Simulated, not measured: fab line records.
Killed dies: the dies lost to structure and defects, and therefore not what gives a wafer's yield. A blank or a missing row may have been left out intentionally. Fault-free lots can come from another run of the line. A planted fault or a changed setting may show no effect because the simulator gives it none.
fab line records ; flow n5_finfet
record lots=12; wafers=36; last_day=16
route steps=1938 shown BEOL_M6@1254 MIM_BOT_LITHO@1862 PASS1_CAP@1873 PASSIVATION@1926
lots with no fault: from the same line, run without faults
start_h: the number of hours between the record's first day and the start of the first shown wafer of the lot ; wait_h: how many hours have passed since the lot's step before this one ; " repeats the value in the row above ; L1.1+2: a single row standing in for several wafers ; - no value, or no start was given ; * or withheld: withheld ; < > ~ a bound
route shown NAME@n: names a module that has steps shown in the file, with the first one's number in the route ; usual: mean/standard deviation of fault-free wafers ; same: alike in all rows ; chamber/n: place in a boat ; sites: the reading at each site ; _std_site: how widely they spread, as a standard deviation ; _edge_site: inner sites' mean taken away from outer sites' mean ; radius_mm: for every site, how far away it sits from the centre of the wafer ; mask NAME#n: copy n ; behind: the most recent tool/chamber to have shaped the wafer ; hold: the reason the lot was held/the length of the hold in hours/how it ended ; device: names the non-switching transistor (n, p or np) ; end of line: at the end of the route, the tests of the same wafers ; a step without rows: its recipe alone ; killed: dies that structure and defects cost at the first sort, which is not the same as the wafer's yield ; map: a wafer's dies, marking killed ones x, the rest . and places with no die _
set.NAME: the setting as run; set.NAME@STEP: as run at that earlier step ; model.NAME: the simulator's own value behind a step, which no gauge read
one table for each step of the route and one row for each wafer, over a sample of lots
services: a tool's chamber out of use, with start hour (start_h, from the record's first day; less than 0 if before it), hours out, and reason
## steps
# step N5_BEOL_M6_SPUTTER_48
# recipe material=Cu; target_thk_a=100; temp_c=-20; bias_v=60; power_w=26000; chamber_pressure_pa=0.13; time_s=1.667
# usual throttle_valve_pct=29.9/0.73
lot.wafer;tool;chamber;start_h;wait_h;throttle_valve_pct
L729.1;pvd_sputter-01;-;182.11;0.1;29.6
L729.4;pvd_sputter-01;-;182.11;0.1;31.0
L729.5;pvd_sputter-01;-;182.11;0.1;29.7
L733.2;pvd_sputter-02;-;210.76;0.1;28.7
L733.4;pvd_sputter-02;-;210.76;0.1;30.1
L733.6;pvd_sputter-02;-;210.76;0.1;29.1
L734.3;pvd_sputter-02;-;212.96;0.9;29.2
L734.4;pvd_sputter-02;-;212.96;0.9;28.6
L734.6;pvd_sputter-02;-;212.96;0.9;31.5
L735.3;pvd_sputter-01;-;222.52;0.1;30.9
L735.5;pvd_sputter-01;-;222.52;0.1;31.0
L735.6;pvd_sputter-01;-;222.52;0.1;29.8
L736.2;pvd_sputter-03;-;230.57;0.1;29.1
L736.3;pvd_sputter-03;-;230.57;0.1;29.3
L736.4;pvd_sputter-03;-;230.57;0.1;29.8
L737.2;pvd_sputter-03;-;234.96;0.3;29.3
L737.4;pvd_sputter-03;-;234.96;0.3;29.6
L737.6;pvd_sputter-03;-;234.96;0.3;29.3
L738.1;pvd_sputter-02;-;237.01;0.1;29.3
L738.2;pvd_sputter-02;-;237.01;0.1;29.9
L738.3;pvd_sputter-02;-;237.01;0.1;31.2
L739.2;pvd_sputter-02;-;244.01;0.1;29.2
L739.4;pvd_sputter-02;-;244.01;0.1;31.4
L739.5;pvd_sputter-02;-;244.01;0.1;29.1
L740.1;pvd_sputter-01;-;255.50;0.1;30.5
L740.3;pvd_sputter-01;-;255.50;0.1;31.0
L740.5;pvd_sputter-01;-;255.50;0.1;30.1
L742.1;pvd_sputter-02;-;260.08;0.1;28.6
L742.3;pvd_sputter-02;-;260.08;0.1;29.3
L742.6;pvd_sputter-02;-;260.08;0.1;28.8
L744.1;pvd_sputter-03;-;273.45;0.4;29.6
L744.5;pvd_sputter-03;-;273.45;0.4;29.5
L744.6;pvd_sputter-03;-;273.45;0.4;29.3
L750.3;pvd_sputter-01;-;307.84;0.2;30.9
L750.4;pvd_sputter-01;-;307.84;0.2;29.7
L750.6;pvd_sputter-01;-;307.84;0.2;30.0
# step N5_MIM_BOT_LITHO_CD_MEAS_08
# recipe target_cd_nm=3000; landing_energy_ev=500; detector=se_inlens; polarity=opening
# usual cd_nm=2999.9/1.5
# same landing_energy_ev=500
lot.wafer;tool;chamber;start_h;wait_h;cd_nm
L729.1;cd_sem-02;0;264.77;-;2999.9
L729.4;cd_sem-02;0;264.77;-;2999.7
L729.5;cd_sem-02;0;264.77;-;3000.7
L733.2;cd_sem-01;0;286.84;-;2999.8
L733.4;cd_sem-01;0;286.84;-;2998.6
L733.6;cd_sem-01;0;286.84;-;2999.9
L734.3;cd_sem-01;0;295.77;-;2998.8
L734.4;cd_sem-01;0;295.77;-;2999.3
L734.6;cd_sem-01;0;295.77;-;3001.4
L735.3;cd_sem-02;0;296.11;-;3001.0
L735.5;cd_sem-02;0;296.11;-;3000.5
L735.6;cd_sem-02;0;296.11;-;2998.5
L736.2;cd_sem-02;0;297.54;-;2999.1
L736.3;cd_sem-02;0;297.54;-;2999.3
L736.4;cd_sem-02;0;297.54;-;3000.9
L738.1;cd_sem-02;0;303.44;-;2997.8
L738.2;cd_sem-02;0;303.44;-;2999.7
L738.3;cd_sem-02;0;303.44;-;2999.3
L737.2;cd_sem-03;0;309.81;-;3001.5
L737.4;cd_sem-03;0;309.81;-;3002.5
L737.6;cd_sem-03;0;309.81;-;3000.8
L739.2;cd_sem-01;0;323.24;-;2999.5
L739.4;cd_sem-01;0;323.24;-;2998.1
L739.5;cd_sem-01;0;323.24;-;2999.6
L740.1;cd_sem-03;0;328.86;-;3001.5
L740.3;cd_sem-03;0;328.86;-;3002.9
L740.5;cd_sem-03;0;328.86;-;3002.1
L742.1;cd_sem-01;0;341.84;-;2999.0
L742.3;cd_sem-01;0;341.84;-;2998.0
L742.6;cd_sem-01;0;341.84;-;2999.3
L744.1;cd_sem-02;0;344.04;-;3000.4
L744.5;cd_sem-02;0;344.04;-;2999.9
L744.6;cd_sem-02;0;344.04;-;2998.5
L750.3;cd_sem-03;0;378.55;-;3002.8
L750.4;cd_sem-03;0;378.55;-;3003.5
L750.6;cd_sem-03;0;378.55;-;3001.8
# step N5_PASSIVATION_PECVD_55
# recipe material=SiO2; target_thk_a=4000; temp_c=400; precursor=SiH4/N2O; pressure_torr=2.7; rf_w=608; time_s=22.5
# usual heater_power_w=663/120; showerhead_plenum_p_Torr=8.12/0.11; throttle_valve_pct=49.5/2.8
lot.wafer;tool;chamber;start_h;wait_h;heater_power_w;showerhead_plenum_p_Torr;since_wet_clean_h;throttle_valve_pct
L729.1;pecvd-02;0;265.75;0.0;637;8.06;970;48.8
L729.4;pecvd-02;0;265.75;0.0;672;8.06;-;48.8
L729.5;pecvd-02;2;265.75;0.0;794;8.20;-;47.3
L733.2;pecvd-02;0;287.82;0.0;703;8.07;992;48.8
L733.4;pecvd-02;0;287.82;0.0;704;8.04;-;49.0
L733.6;pecvd-02;0;287.82;0.0;736;8.07;-;48.8
L734.3;pecvd-04;0;296.85;0.0;471;8.11;819;49.8
L734.4;pecvd-04;1;296.85;0.0;452;7.96;-;51.7
L734.6;pecvd-04;2;296.85;0.0;852;8.35;-;44.7
L735.3;pecvd-02;0;297.09;0.0;716;8.06;1001;49.0
L735.5;pecvd-02;1;297.09;0.0;511;8.00;-;47.6
L735.6;pecvd-02;2;297.09;0.0;722;8.21;-;47.4
L736.2;pecvd-04;0;298.56;0.0;529;8.09;821;49.6
L736.3;pecvd-04;1;298.56;0.0;477;7.96;1546;51.9
L736.4;pecvd-04;2;298.56;0.0;758;8.35;-;44.5
L738.1;pecvd-02;2;304.59;0.0;719;8.20;254;47.0
L738.2;pecvd-02;1;304.59;0.0;579;7.98;1733;47.1
L738.3;pecvd-02;1;304.59;0.0;596;8.01;-;47.4
L737.2;pecvd-02;2;310.83;0.0;647;8.20;261;47.6
L737.4;pecvd-02;2;310.83;0.0;705;8.21;-;47.3
L737.6;pecvd-02;1;310.83;0.0;523;8.01;-;47.7
L739.2;pecvd-03;1;324.28;0.0;655;8.27;1934;50.4
L739.4;pecvd-03;2;324.28;0.0;911;8.01;-;51.0
L739.5;pecvd-03;0;324.28;0.0;678;8.14;-;55.1
L740.1;pecvd-03;0;330.12;0.0;762;8.13;1215;55.1
L740.3;pecvd-03;1;330.12;0.0;668;8.24;-;50.7
L740.5;pecvd-03;0;330.12;0.0;597;8.12;-;55.3
L742.1;pecvd-02;0;342.85;0.0;749;8.06;1047;48.7
L742.3;pecvd-02;2;342.85;0.0;701;8.21;293;47.5
L742.6;pecvd-02;0;342.85;0.0;604;8.06;-;49.3
L744.1;pecvd-04;1;345.49;0.0;377;7.95;1593;52.0
L744.5;pecvd-04;2;345.49;0.0;852;8.37;-;44.9
L744.6;pecvd-04;1;345.49;0.0;396;7.97;-;52.0
L750.3;pecvd-02;0;379.54;0.0;717;8.05;-;49.1
L750.4;pecvd-02;2;379.54;0.0;739;8.22;-;47.6
L750.6;pecvd-02;2;379.54;0.0;749;8.21;-;47.3
# step N5_PASSIVATION_OVL_MEAS_66
# recipe points_per_wafer=44
# usual PASS_OPEN_OVL=1/5.6
# same points_per_wafer=44
lot.wafer;tool;chamber;start_h;wait_h;PASS_OPEN_OVL[nm]
L729.1;overlay-01;0;270.46;0.0;1
L729.4;overlay-01;0;270.46;0.0;8
L729.5;overlay-01;0;270.46;0.0;-2
L733.2;overlay-01;0;294.27;0.0;-3
L733.4;overlay-01;0;294.27;0.0;-7
L733.6;overlay-01;0;294.27;0.0;-1
L734.3;overlay-02;0;301.14;0.0;3
L734.4;overlay-02;0;301.14;0.0;-4
L734.6;overlay-02;0;301.14;0.0;-6
L735.3;overlay-01;0;301.50;0.0;0
L735.5;overlay-01;0;301.50;0.0;-2
L735.6;overlay-01;0;301.50;0.0;-6
L736.2;overlay-02;0;302.70;0.0;16
L736.3;overlay-02;0;302.70;0.0;-5
L736.4;overlay-02;0;302.70;0.0;7
L738.1;overlay-02;0;308.88;0.0;-2
L738.2;overlay-02;0;308.88;0.0;-2
L738.3;overlay-02;0;308.88;0.0;0
L737.2;overlay-02;0;314.59;0.0;-5
L737.4;overlay-02;0;314.59;0.0;1
L737.6;overlay-02;0;314.59;0.0;-2
L739.2;overlay-01;0;329.91;0.0;-7
L739.4;overlay-01;0;329.91;0.0;-4
L739.5;overlay-01;0;329.91;0.0;0
L740.1;overlay-01;0;334.93;0.0;6
L740.3;overlay-01;0;334.93;0.0;6
L740.5;overlay-01;0;334.93;0.0;4
L742.1;overlay-02;0;347.30;0.0;3
L742.3;overlay-02;0;347.30;0.0;-8
L742.6;overlay-02;0;347.30;0.0;-3
L744.1;overlay-01;0;353.18;0.0;4
L744.5;overlay-01;0;353.18;0.0;1
L744.6;overlay-01;0;353.18;0.0;-1
L750.3;overlay-02;0;386.83;0.0;1
L750.4;overlay-02;0;386.83;0.0;9
L750.6;overlay-02;0;386.83;0.0;5
# step N5_PASSIVATION_PROBE_49
# usual defect_limited_yield=91.5/1.3; killed_at_M0_to_M3=33/11; killed_at_M4_up=14/5.3; killed_at_contacts=11/6.3; killed_at_front_end=38/10; killed_at_other=3.7/2.8; killed_dies=101/16; killed_on_rim=13/3.4; killed_open=67/12; killed_short=32/7.4; sort_bin_5_function=5.0/0.86; sort_bin_6_memory=3.2/0.69; sort_n_pass=1079/16; sort_yield_pct=91.5/1.3
# same gross_dies=1180; killed_at_back_side=0; sort_bin_4_leakage[%]=0; sort_bin_8_speed[%]=0
lot.wafer;tool;chamber;start_h;wait_h;defect_limited_yield[%];killed_at_M0_to_M3;killed_at_M4_up;killed_at_contacts;killed_at_front_end;killed_at_other;killed_dies;killed_on_rim;killed_open;killed_short;sort_bin_5_function[%];sort_bin_6_memory[%];sort_n_pass;sort_yield_pct[%]
L738.1;prober-02;-;312.13;0.0;87.5;24;88;7;25;3;147;25;50;18;7.6;2.7;1033;87.5
L738.2;prober-02;-;312.18;0.1;81.1;38;138;10;31;6;223;13;60;32;12.5;3.6;957;81.1
L738.3;prober-02;-;312.23;0.1;82.7;17;138;7;36;6;204;20;51;22;11.4;3.3;976;82.7
L739.2;prober-02;-;333.15;0.1;85.4;22;80;11;58;1;172;28;71;31;7.5;4.6;1008;85.4
L739.4;prober-02;-;333.25;0.2;82.3;27;137;7;32;6;209;31;64;18;10.9;3.9;971;82.3
L739.5;prober-02;-;333.30;0.2;85.1;21;96;9;45;5;176;28;71;26;8.1;4.2;1004;85.1
L742.1;prober-02;-;350.45;0.0;83.8;26;113;4;44;4;191;29;51;36;9.8;3.4;989;83.8
L742.3;prober-02;-;350.55;0.1;87.8;30;87;0;21;6;144;25;40;27;8.0;3.0;1036;87.8
L742.6;prober-02;-;350.70;0.3;84.6;22;119;5;34;2;182;23;51;27;9.2;3.7;998;84.6
L744.1;prober-01;-;356.41;0.0;92.0;23;28;14;26;3;94;13;66;27;5.1;2.5;1086;92.0
L744.5;prober-01;-;356.61;0.2;93.3;28;10;6;31;4;79;9;60;18;4.1;2.5;1101;93.3
L744.6;prober-01;-;356.66;0.3;90.8;22;17;5;56;8;108;16;73;34;5.5;3.6;1072;90.8
# killed by level:class
L738.1 BEOL_M6:unspecified=78 BEOL_M3:geometric_particle:open=8 BEOL_M2:geometric_particle:open=7 STI_FIN_REVEAL:geometric_particle:open=6 FIN_SAQP:geometric_particle:open=5 MOL_CONTACT_COAG:geometric_particle:open=5 FIN_SAQP:geometric_particle:short=4 BEOL_M5:geometric_particle:open=4
L738.2 BEOL_M6:unspecified=131 BEOL_M3:geometric_particle:open=17 FIN_SAQP:geometric_particle:short=9 MOL_CONTACT_COAG:geometric_particle:open=9 STI_FIN_REVEAL:geometric_particle:open=8 BEOL_M0_SAQP:geometric_particle:open=6 GATE_CUT:geometric_particle:short=4 BEOL_M0_SAQP:geometric_particle:short=4
L738.3 BEOL_M6:unspecified=130 FIN_SAQP:geometric_particle:open=8 STI_FIN_REVEAL:geometric_particle:open=6 BEOL_M4:geometric_particle:open=6 MOL_CONTACT_COAG:geometric_particle:open=5 BEOL_M3:geometric_particle:open=5 DUMMY_GATE:geometric_particle:open=4 STARTING-WAFER:geometric_particle:short=4
L739.2 BEOL_M6:unspecified=69 STI_FIN_REVEAL:geometric_particle:open=25 FIN_SAQP:geometric_particle:open=9 MOL_CONTACT_COAG:geometric_particle:open=7 STI_FIN_REVEAL:geometric_particle:short=6 BEOL_M2:geometric_particle:open=6 GATE_CUT:geometric_particle:short=4 BEOL_M7:geometric_particle:open=4
L739.4 BEOL_M6:unspecified=123 STI_FIN_REVEAL:geometric_particle:open=14 BEOL_M2:geometric_particle:open=9 BEOL_M4:geometric_particle:open=7 MOL_CONTACT_COAG:geometric_particle:open=6 BEOL_M3:geometric_particle:open=4 GATE_CUT:geometric_particle:open=3 BEOL_M0_SAQP:geometric_particle:short=3
L739.5 BEOL_M6:unspecified=76 BEOL_M4:geometric_particle:open=13 STI_FIN_REVEAL:geometric_particle:open=11 BEOL_M3:geometric_particle:open=7 MOL_CONTACT_COAG:geometric_particle:open=7 DUMMY_GATE:geometric_particle:open=6 FIN_SAQP:geometric_particle:short=5 GATE_CUT:geometric_particle:short=4
L742.1 BEOL_M6:unspecified=103 FIN_SAQP:geometric_particle:short=14 BEOL_M3:geometric_particle:open=11 STI_FIN_REVEAL:geometric_particle:open=8 GATE_CUT:geometric_particle:short=7 BEOL_M0_SAQP:geometric_particle:open=5 MOL_CONTACT_COAG:geometric_particle:open=4 FIN_SAQP:geometric_particle:open=3
L742.3 BEOL_M6:unspecified=76 BEOL_M1:geometric_particle:open=10 BEOL_M0_SAQP:geometric_particle:open=8 BEOL_M4:geometric_particle:open=6 FIN_SAQP:geometric_particle:short=5 BEOL_M3:geometric_particle:open=5 DUMMY_GATE:geometric_particle:open=4 PAD_METAL:geometric_particle:short=4
L742.6 BEOL_M6:unspecified=103 BEOL_M4:geometric_particle:open=9 FIN_SAQP:geometric_particle:short=8 BEOL_M2:geometric_particle:open=7 GATE_CUT:geometric_particle:short=7 FIN_SAQP:geometric_particle:open=5 DUMMY_GATE:geometric_particle:open=5 MOL_CONTACT_COAG:geometric_particle:open=5
L744.1 BEOL_M4:geometric_particle:open=12 MOL_CONTACT_COAG:geometric_particle:open=11 FIN_SAQP:geometric_particle:short=6 BEOL_M4:geometric_particle:short=6 FIN_SAQP:geometric_particle:open=5 BEOL_M0_SAQP:geometric_particle:open=5 BEOL_M0_SAQP:geometric_particle:short=5 BEOL_M5:geometric_particle:open=5
L744.5 STI_FIN_REVEAL:geometric_particle:open=9 BEOL_M2:geometric_particle:open=9 BEOL_M3:geometric_particle:open=7 MOL_CONTACT_COAG:geometric_particle:open=6 FIN_SAQP:geometric_particle:open=5 BEOL_M0_SAQP:geometric_particle:short=4 BEOL_M0_SAQP:geometric_particle:open=4 FIN_SAQP:geometric_particle:short=3
L744.6 FIN_SAQP:geometric_particle:open=14 STI_FIN_REVEAL:geometric_particle:open=11 FIN_SAQP:geometric_particle:short=8 BEOL_M3:geometric_particle:open=8 BEOL_M4:geometric_particle:open=6 MOL_CONTACT_COAG:geometric_particle:open=5 BEOL_M4:geometric_particle:short=5 MIM_TOP:geometric_particle:short=5
## services
tool;chamber;start_h;hours;kind
pecvd-02;1;165.64;2.1;scheduled_down
pecvd-04;-;177.19;2.8;pm
pecvd-03;1;193.72;6.0;repair
pecvd-04;-;194.54;2.1;repair
pecvd-04;2;202.38;-;clean
pecvd-04;2;202.38;-;consumable_replace:showerhead
pecvd-04;2;202.38;29.0;scheduled_down
pecvd-04;2;202.38;29.0;vent_cycle
pecvd-04;0;258.64;22.5;repair
pecvd-03;2;267.62;5.0;scheduled_down
pecvd-02;2;274.35;22.4;repair
pecvd-03;1;278.08;2.1;scheduled_down
pecvd-04;0;281.17;2.1;scheduled_down
pvd_sputter-03;-;285.89;3.8;repair
pecvd-04;0;298.85;17.7;repair
pecvd-02;0;303.38;4.9;repair
pecvd-04;-;321.96;2.3;repair
pecvd-03;2;328.02;2.1;scheduled_down
pecvd-03;-;347.35;0.7;repair
pvd_sputter-02;-;351.75;1.1;repair
pecvd-02;1;375.39;12.3;repair
## key
first_sign step=N5_PASSIVATION_PROBE_49; reading=killed_at_M4_up; direction=up; sigmas=18; usual=14; struck=111
effect step=N5_PASSIVATION_PROBE_49; reading=killed_dies; direction=up; sigmas=5.2; usual=101; struck=183
more_kills_born_at N5_BEOL_M6_SPUTTER_48@pvd_sputter-02=889
met_at N5_BEOL_M6_SPUTTER_48
struck_lots L738,L739,L742
not_acting_at N5_MIM_BOT_LITHO_CD_MEAS_08,N5_PASSIVATION_PECVD_55,N5_PASSIVATION_OVL_MEAS_66
onset_between 212.96 237.01
fault kind=chamber_particle_source; tool=pvd_sputter-02; chamber=-; onset_h=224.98; steps=N5_BEOL_M6_SPUTTER_48; rate_per_visit_cm2=1.2422; end_h=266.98
